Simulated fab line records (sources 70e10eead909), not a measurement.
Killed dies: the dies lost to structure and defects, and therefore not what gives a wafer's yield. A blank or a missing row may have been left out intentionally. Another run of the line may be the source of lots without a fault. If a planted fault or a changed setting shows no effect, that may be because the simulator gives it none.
fab line records    flow nandHarc
record: lots: 5  wafers: 15  lastDay: 32
route steps=1302 shown A_STAIRCASE@796 END@1302
lots untouched by any fault: they come from a run of this same line in which no faults occurred
startH: the number of hours between the record's first day and the start of the first shown wafer of the lot    waitH: time in hours since the lot's previous step    " repeats the value in the row above    L1.1+2: several wafers, shown together as one row    - no value, or no start was given    * or withheld: withheld    < > ~ a bound
route shown NAME@n: NAME is a module with steps in the file, n the number in the route of the first one    usual: mean/standard deviation of fault-free wafers    same: alike in all rows    chamber/n: place in a boat    sites: each site's reading    _std_site: the values' standard deviation    _edge_site: inner sites' mean taken away from outer sites' mean    radiusMm: for every site, how far away it sits from the centre of the wafer    mask NAME#n: copy n    behind: tool/chamber where the wafer was last shaped    hold: the reason the lot was held/the length of the hold in hours/how it ended    device: names the non-switching transistor (n, p or np)    end of line: the route-end tests of the same wafers    a step given without rows: its recipe and nothing more    killed: not the wafer's yield, but the dies lost to structure and defects at the first sort    map: per-die view of a wafer (x killed, . not killed, _ where there is no die)
set.NAME: the run value of the setting; set.NAME@STEP: its run value at that earlier step    model.NAME: the simulator's own value behind a step, which no gauge read
a table for each step, a row for each wafer; lots at some steps of the route
services: the hour from which a tool's chamber was out of use, counted from the record's first day as startH (under 0 if before that day), plus the number of hours and why
== steps ==
step: NHARC_A_STAIRCASE_DEP_280
recipe: targetThkA: 300  targetThkNm: 30  tempC: 400  pressureTorr: 3.5  flowSccm: 200  rfW: 350  material: SiON
usual: heaterPowerW: 717/91
lot.wafer  tool      chamber  startH  waitH  heaterPowerW
L924.1     pecvd-03  2        407.92  1.5    681
L924.5     "         2        "       "      680
L924.4     "         1        "       "      630
L934.1     pecvd-04  0        503.21  1.6    763
L934.2     "         1        "       "      591
L934.4     "         2        "       "      809
L938.3     pecvd-02  1        528.51  0.9    703
L938.6     "         1        "       "      712
L938.4     "         2        "       "      915
L937.3     pecvd-02  1        532.45  1.0    758
L937.2     "         2        "       "      907
L937.4     "         0        "       "      716
L941.3     pecvd-04  2        572.95  0.9    813
L941.5     "         2        "       "      829
L941.6     "         0        "       "      717
step: NHARC_A_STAIRCASE_DEHYDRATE_281
recipe: tempC: 150  timeS: 120
step: NHARC_A_STAIRCASE_HMDS_282
recipe: timeS: 30
step: NHARC_A_STAIRCASE_COAT_283
recipe: spinRpm: 1200
step: NHARC_A_STAIRCASE_SOFTBAKE_284
recipe: tempC: 135  timeS: 170
step: NHARC_A_STAIRCASE_EBR_285
step: NHARC_A_STAIRCASE_EXPOSE_286
recipe: na: 0.5  doseMj: 25.01  maskId: CHOP_100
step: NHARC_A_STAIRCASE_PEB_287
recipe: pebTempC: 115  pebTimeS: 130
step: NHARC_A_STAIRCASE_DEVELOP_288
recipe: timeS: 140
step: NHARC_A_STAIRCASE_HARDBAKE_290
recipe: tempC: 120  timeS: 140
step: NHARC_A_STAIRCASE_DESCUM_291
recipe: timeS: 3  o2FlowSccm: 200  arFlowSccm: 0  biasPowerW: 0  chemistry: O2
step: NHARC_A_STAIRCASE_ETCH_292
recipe: cf4FlowSccm: 100  chf3FlowSccm: 30  arFlowSccm: 0  rfW: 500  biasW: 200  chemistry: CF4/CHF3
usual: drypumpMotorCurrentA: 5.8/0.46  oesProductAu: 0.939/0.02  rfVppV: 370.4/2.7  showerheadPlenumPTorr: 1.57/0.078  throttleValvePct: 16.802/0.0094
lot.wafer  tool        chamber  startH  waitH  drypumpMotorCurrentA  oesProductAu  rfHoursCounterH  rfVppV  showerheadPlenumPTorr  throttleValvePct
L924.4     rieDiel-12  1        408.98  0.1    5.4                   0.921         45               374.1   1.69                   16.802
L924.1     "           2        "       "      6.3                   0.909         42               368.2   1.50                   16.805
L924.5     "           2        "       "      6.3                   0.929         -                368.2   1.50                   16.806
L934.1     rieDiel-12  2        504.67  0.4    6.3                   0.927         13               367.6   1.49                   16.786
L934.2     "           3        "       "      6.2                   0.916         15               368.4   1.53                   16.808
L934.4     "           3        "       "      6.3                   0.924         -                369.3   1.53                   16.807
L938.3     rieDiel-08  3        529.46  0.1    5.8                   0.933         51               368.2   1.48                   16.794
L938.4     "           0        "       "      4.8                   0.926         53               374.3   1.67                   16.786
L938.6     "           2        "       "      6.3                   0.924         -                370.7   1.56                   16.808
L937.4     rieDiel-12  2        533.37  0.1    6.3                   0.921         22               369.6   1.49                   16.801
L937.3     "           3        "       "      6.3                   0.921         25               368.3   1.53                   16.800
L937.2     "           0        "       "      5.7                   0.916         27               374.2   1.62                   16.805
L941.3     rieDiel-11  0        574.02  0.1    5.5                   0.935         43               368.6   1.54                   16.810
L941.6     "           0        "       "      5.5                   0.927         -                369.4   1.54                   16.793
L941.5     "           1        "       "      5.4                   0.931         -                371.5   1.60                   16.798
step: NHARC_A_STAIRCASE_HM_OPEN_460
recipe: o2FlowSccm: 400  cosFlowSccm: 20  arFlowSccm: 0  rfW: 500  biasW: 300  chemistry: O2/COS
step: NHARC_A_STAIRCASE_STRIP_461
recipe: o2FlowSccm: 400  cosFlowSccm: 20  arFlowSccm: 0  biasW: 0  chemistry: O2/COS
step: NHARC_A_STAIRCASE_ETCH_452
recipe: targetDepthA: 300  overetchA: 30  timeS: 16.5  ionEnergyEv: 100  cf4FlowSccm: 80  o2FlowSccm: 20  arFlowSccm: 0  rfW: 300  biasW: 100  chemistry: CF4/O2
step: NHARC_A_STAIRCASE_ETCH_294
recipe: targetDepthA: 49890  timeS: 1211.6  ionEnergyEv: 800  c4f8FlowSccm: 80  o2FlowSccm: 60  arFlowSccm: withheld  rfW: 600  biasW: 3000  chemistry: C4F8/O2/Ar
usual: oesProductAu: 0.934/0.0089  rfVppV: 1826/13
lot.wafer  tool        chamber  startH  waitH  oesProductAu  rfHoursCounterH  rfVppV
L924.4     rieDiel-12  0        -       -      0.920         42               1836
L924.1     "           1        "       "      0.921         45               1843
L924.5     "           2        "       "      0.937         -                1815
L934.1     rieDiel-12  2        -       -      0.918         14               1811
L934.2     "           3        "       "      0.918         16               1820
L934.4     "           2        "       "      0.920         -                1811
L938.4     rieDiel-08  3        -       -      0.932         51               1811
L938.3     "           0        "       "      0.934         54               1843
L938.6     "           2        "       "      0.942         -                1825
L937.4     rieDiel-12  0        -       -      0.924         27               1835
L937.3     "           1        "       "      0.916         19               1845
L937.2     "           3        "       "      0.925         25               1820
L941.3     rieDiel-11  1        -       -      0.949         46               1833
L941.6     "           1        "       "      0.948         -                1832
L941.5     "           2        "       "      0.926         -                1845
step: NHARC_A_STAIRCASE_STRIP_295
recipe: o2FlowSccm: 500  arFlowSccm: 0  biasW: 0  chemistry: O2
usual: drypumpMotorCurrentA: 5.8/0.47  oesProductAu: 0.999/0.0073  rfVppV: 57.9/0.84  showerheadPlenumPTorr: 3.52/0.18  throttleValvePct: 17.037/0.0094
lot.wafer  tool        chamber  startH  waitH  drypumpMotorCurrentA  oesProductAu  rfHoursCounterH  rfVppV  showerheadPlenumPTorr  throttleValvePct
L924.1     rieDiel-12  3        -       -      6.3                   0.983         40               57.2    3.46                   17.033
L924.4     "           2        "       "      6.3                   1.001         43               57.7    3.36                   17.017
L924.5     "           0        "       "      5.7                   1.000         -                57.1    3.66                   17.037
L934.4     rieDiel-12  0        -       -      5.7                   0.999         18               57.8    3.64                   17.028
L934.2     "           1        "       "      5.4                   0.998         11               59.1    3.77                   17.037
L934.1     "           3        "       "      6.3                   0.990         17               57.4    3.44                   17.049
L938.3     rieDiel-08  2        -       -      6.3                   0.990         53               57.9    3.50                   17.023
L938.4     "           3        "       "      5.9                   1.007         52               57.0    3.32                   17.029
L938.6     "           2        "       "      6.3                   0.989         -                57.3    3.50                   17.038
L937.4     rieDiel-12  0        -       -      5.7                   0.995         28               58.1    3.63                   17.018
L937.3     "           2        "       "      6.3                   0.989         23               58.6    3.34                   17.034
L937.2     "           3        "       "      6.3                   0.988         26               57.8    3.44                   17.045
L941.3     rieDiel-11  0        -       -      5.6                   0.994         43               56.5    3.45                   17.044
L941.5     "           1        "       "      5.5                   1.006         -                56.9    3.59                   17.030
L941.6     "           2        "       "      6.4                   0.996         -                57.9    3.78                   17.027
step: NHARC_A_STAIRCASE_STRIP_296
recipe: timeS: 900  tempC: 130  chemistry: SPM
step: NHARC_A_STAIRCASE_PRECLEAN_297
recipe: timeS: *  tempC: 50  bathAgeMin: 0  chemistry: SC1
step: NHARC_A_STAIRCASE_SRD_298
step: NHARC_A_STAIRCASE_HM_DEP_462
recipe: targetThkA: 8000  tempC: 400  material: aC
usual: throttleValvePct: 34.999/0.0096
lot.wafer  tool       chamber  startH  waitH  throttleValvePct
L924.1     aclDep-02  0        415.43  4.4    35.002
L924.4     "          0        "       "      35.012
L924.5     "          0        "       "      34.989
L934.1     aclDep-02  0        508.16  0.1    34.994
L934.2     "          0        "       "      35.001
L934.4     "          0        "       "      34.997
L938.3     aclDep-02  0        535.29  3.8    35.004
L938.4     "          0        "       "      34.998
L938.6     "          0        "       "      35.026
L937.2     aclDep-01  0        536.95  1.5    34.990
L937.3     "          0        "       "      35.000
L937.4     "          0        "       "      35.001
L941.3     aclDep-01  0        578.29  2.2    35.008
L941.5     "          0        "       "      34.984
L941.6     "          0        "       "      35.005
step: NHARC_A_STAIRCASE_DEP_301
recipe: targetThkA: 300  targetThkNm: 30  tempC: 400  pressureTorr: 3.5  flowSccm: 200  rfW: 350  material: SiON
step: NHARC_A_STAIRCASE_DEHYDRATE_302
recipe: tempC: 150  timeS: 120
step: NHARC_A_STAIRCASE_HMDS_303
recipe: timeS: 30
step: NHARC_A_STAIRCASE_COAT_304
recipe: spinRpm: 1200
step: NHARC_A_STAIRCASE_SOFTBAKE_305
recipe: tempC: 135  timeS: 170
step: NHARC_A_STAIRCASE_EBR_306
step: NHARC_A_STAIRCASE_EXPOSE_307
recipe: na: 0.5  doseMj: 45.72  maskId: CHOP_50
step: NHARC_A_STAIRCASE_PEB_308
recipe: pebTempC: 115  pebTimeS: 130
step: NHARC_A_STAIRCASE_DEVELOP_309
recipe: timeS: 140
step: NHARC_A_STAIRCASE_HARDBAKE_311
recipe: tempC: 120  timeS: 140
step: NHARC_A_STAIRCASE_DESCUM_312
recipe: timeS: 3  o2FlowSccm: 200  arFlowSccm: 0  biasPowerW: 0  chemistry: O2
step: NHARC_A_STAIRCASE_ETCH_313
recipe: cf4FlowSccm: 100  chf3FlowSccm: 30  arFlowSccm: 0  rfW: 500  biasW: 200  chemistry: CF4/CHF3
step: NHARC_A_STAIRCASE_HM_OPEN_463
recipe: o2FlowSccm: 400  cosFlowSccm: 20  arFlowSccm: 0  rfW: 500  biasW: 300  chemistry: O2/COS
step: NHARC_A_STAIRCASE_STRIP_464
recipe: o2FlowSccm: 400  cosFlowSccm: 20  arFlowSccm: 0  biasW: 0  chemistry: O2/COS
step: NHARC_A_STAIRCASE_ETCH_453
recipe: targetDepthA: 300  overetchA: 30  timeS: 16.5  ionEnergyEv: 100  cf4FlowSccm: 80  o2FlowSccm: 20  arFlowSccm: 0  rfW: 300  biasW: 100  chemistry: CF4/O2
usual: drypumpMotorCurrentA: 5.8/0.48  oes_o_777_au: 1.001/0.0046  oesProductAu: 0.998/0.0073  rfVppV: 197.7/1.6  showerheadPlenumPTorr: 1.33/0.071  throttleValvePct: 13.397/0.0076
lot.wafer  tool        chamber  startH  waitH  drypumpMotorCurrentA  oes_o_777_au  oesProductAu  rfHoursCounterH  rfVppV  showerheadPlenumPTorr  throttleValvePct
L924.4     rieDiel-12  3        -       -      6.2                   1.001         0.992         42               197.4   1.31                   13.394
L924.1     "           0        "       "      5.7                   1.000         0.990         43               196.5   1.39                   13.401
L924.5     "           3        "       "      6.2                   1.005         0.986         -                195.7   1.31                   13.400
L934.1     rieDiel-11  2        -       -      6.4                   0.999         1.005         24               200.6   1.44                   13.410
L934.4     "           3        "       "      5.4                   0.994         1.004         24               194.3   1.25                   13.388
L934.2     "           0        "       "      5.5                   0.997         0.990         21               196.3   1.31                   13.392
L938.3     rieDiel-11  1        -       -      5.4                   1.001         1.008         34               198.4   1.36                   13.400
L938.4     "           3        "       "      5.4                   1.004         1.009         35               196.5   1.25                   13.393
L938.6     "           1        "       "      5.4                   1.006         1.010         -                197.1   1.36                   13.400
L937.4     rieDiel-12  3        -       -      6.3                   1.005         0.992         28               197.2   1.30                   13.398
L937.2     "           1        "       "      5.4                   0.998         1.002         24               199.9   1.43                   13.395
L937.3     "           2        "       "      6.3                   0.998         1.001         25               194.5   1.26                   13.397
L941.3     rieDiel-08  1        -       -      5.7                   1.001         0.996         4                198.7   1.45                   13.399
L941.5     "           2        "       "      6.3                   0.997         0.997         -                196.9   1.32                   13.388
L941.6     "           3        "       "      5.9                   0.997         0.995         -                196.4   1.25                   13.411
step: NHARC_A_STAIRCASE_ETCH_315
recipe: targetDepthA: 25000  timeS: 607.1  ionEnergyEv: 800  c4f8FlowSccm: 80  o2FlowSccm: 60  arFlowSccm: withheld  rfW: 600  biasW: 3000  chemistry: C4F8/O2/Ar
step: NHARC_A_STAIRCASE_STRIP_316
recipe: o2FlowSccm: 500  arFlowSccm: 0  biasW: 0  chemistry: O2
step: NHARC_A_STAIRCASE_STRIP_317
recipe: timeS: 900  tempC: 130  chemistry: SPM
step: NHARC_END_SORT_01
recipe: tempC: 25
usual: killedAtArray: 55/17  killedAtOther: 1.1/1.4  killedAtPeriphery: 3.9/3  killedDies: 59/17  killedOpen: 3.5/2  killedShort: 2.6/1.6
same: grossDies: 677
lot.wafer  tool       chamber  startH  waitH  killedAtArray  killedAtOther  killedAtPeriphery  killedDies  killedOpen  killedShort
L937.2     prober-02  0        710.78  2.8    100            0              1                  101         2           5
L937.3     prober-02  0        711.59  3.1    80             0              3                  83          7           4
L937.4     prober-02  0        712.39  3.4    140            0              1                  141         6           2
killed by level:class
L937.2 A_STAIRCASE:unspecified=54 A_CHANNEL_HOLE_D1:chamberFilmFlake=14 A_CHANNEL_HOLE_D2:chamberFilmFlake=14 A_CHANNEL_FILL_D1:geometricParticle:short=5 A_SLIT:chamberFilmFlake=4 A_CONTACT:chamberFilmFlake=3 A_DECK1_JOINT:chamberFilmFlake=2 A_WL_FILL:chamberFilmFlake=2
L937.3 A_STAIRCASE:unspecified=22 A_CHANNEL_HOLE_D2:chamberFilmFlake=20 A_CHANNEL_HOLE_D1:chamberFilmFlake=16 A_CONTACT:chamberFilmFlake=7 A_WL_FILL:chamberFilmFlake=4 P_GATE:geometricParticle:open=2 A_CHANNEL_FILL_D2:geometricParticle:short=2 P_M2:geometricParticle:open=1
L937.4 A_STAIRCASE:unspecified=73 A_CHANNEL_HOLE_D2:chamberFilmFlake=26 A_CHANNEL_HOLE_D1:chamberFilmFlake=23 A_CONTACT:chamberFilmFlake=5 A_CHANNEL_FILL_D2:geometricParticle:open=2 A_DECK1_JOINT:chamberFilmFlake=2 P_M0:geometricParticle:open=1 A_ONON_D1:geometricParticle:short=1
map L937.4 (x killed, . not)
____________.____________
_________xxx...._________
_______.xxxxx....._______
______x.xxxxx......______
_____...xxxx........_____
____...xxxx..........____
____......x..........____
___..............x...x___
___.x.................___
__......x............x.__
__....x.x..............__
_x..x.................x._
_......................x_
_..xx...........x....x.._
_.xxx..................._
_xxx...x.............x.._
..xxx................x...
.xxx..x..................
..xx.xx.......x..........
..x.x....................
..xx.....................
_.......x..............._
_...x..x.x..x..........._
_.......xx.x............_
_......xxxxxx..........._
_.....xxxxxxx.......x..x_
__.....xxxxxx..........__
__....xxxxxxxx.........__
___..xxxxxxxxx........___
___..xxxxxxxx.........___
____..xxxxxxxx.......____
____...xxxxx.x.x.....____
_____..xxxxx........_____
______...xx........______
_______...x.x....._______
_________......._________
____________.____________
map L924.4 (x killed, . not)
____________.____________
_________xxxx..._________
_______xxxxxx....._______
______.xxxxxx.x....______
_____..xxxxxx.....x._____
____...xxxxx.........____
____...x..xxx........____
___......xxx..........___
___......xx...........___
__.......x.............__
__.....................__
_......................._
_......................._
_......................._
_......................._
_......x...........x...._
..x...................x..
.......x..x..............
...............x.x.......
.....x...........x.......
............xx...........
_.............x..xxx.x.x_
_.......x.....x.x.x....._
_.........x...xxx..x.xx._
_...............xxx....._
_..............xxxxx...._
__............x.xx.xx.x__
__..................x..__
___..............x.x..___
___..x................___
____....x............____
____.................____
_____....x.........._____
______......x......______
_______..........._______
_________......._________
____________.____________
== services ==
tool        chamber  startH  hours  kind
pecvd-03    1        387.31  5.2    repair
pecvd-04    2        399.33  13.2   repair
rieDiel-12  0        405.35  -      clean
rieDiel-12  1        405.35  -      clean
rieDiel-12  2        405.35  -      clean
rieDiel-12  3        405.35  -      clean
rieDiel-08  1        406.95  5.1    repair
pecvd-02    -        408.18  13.0   pm
aclDep-02   -        425.90  13.0   pm
rieDiel-12  0        430.11  -      clean
rieDiel-12  1        430.11  -      clean
rieDiel-11  -        434.40  9.0    pm
rieDiel-12  -        449.15  9.0    pm
pecvd-04    -        450.17  13.0   pm
rieDiel-11  -        463.21  0.6    repair
rieDiel-12  -        471.86  0.6    repair
rieDiel-11  2        480.29  8.2    repair
rieDiel-12  1        495.04  11.0   repair
rieDiel-08  1        498.58  30.5   repair
pecvd-02    -        510.23  2.5    repair
aclDep-02   -        527.12  2.5    repair
pecvd-03    -        547.12  13.0   pm
rieDiel-08  -        547.64  9.0    pm
aclDep-01   -        551.26  13.0   pm
== key ==
firstSign: step: NHARC_END_SORT_01  reading: killedAtArray  direction: up  sigmas: 3.1  usual: 55  struck: 107  wafersMoved: 2
effect: step: NHARC_END_SORT_01  reading: killedDies  direction: up  sigmas: 2.9  usual: 59  struck: 108  wafersMoved: 2
moreKillsBornAt: NHARC_A_STAIRCASE_ETCH_292@rieDiel-12: 149
metAt NHARC_A_STAIRCASE_ETCH_292
struckWafers L937.2,L937.3,L937.4
testerLeftOut L937
onsetBetween 504.67 533.37
alsoFits NHARC_A_STAIRCASE_DEP_280:pecvd-02,NHARC_A_STAIRCASE_ETCH_294:rieDiel-12,NHARC_A_STAIRCASE_STRIP_295:rieDiel-12,NHARC_A_STAIRCASE_ETCH_453:rieDiel-12
fault: kind: chamberParticleSource  tool: rieDiel-12  chamber: -  onsetH: 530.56  steps: NHARC_A_STAIRCASE_ETCH_292  ratePerVisitCm2: 0.4739  endH: 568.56
testerLeftOut: of these lots the tester's yield and bins aren't shown, on N5 and GAA mostly nor the transistor test; their killed dies are dies lost to structure and defects alone, not to doping, threshold or leakage, so they don't give the yield
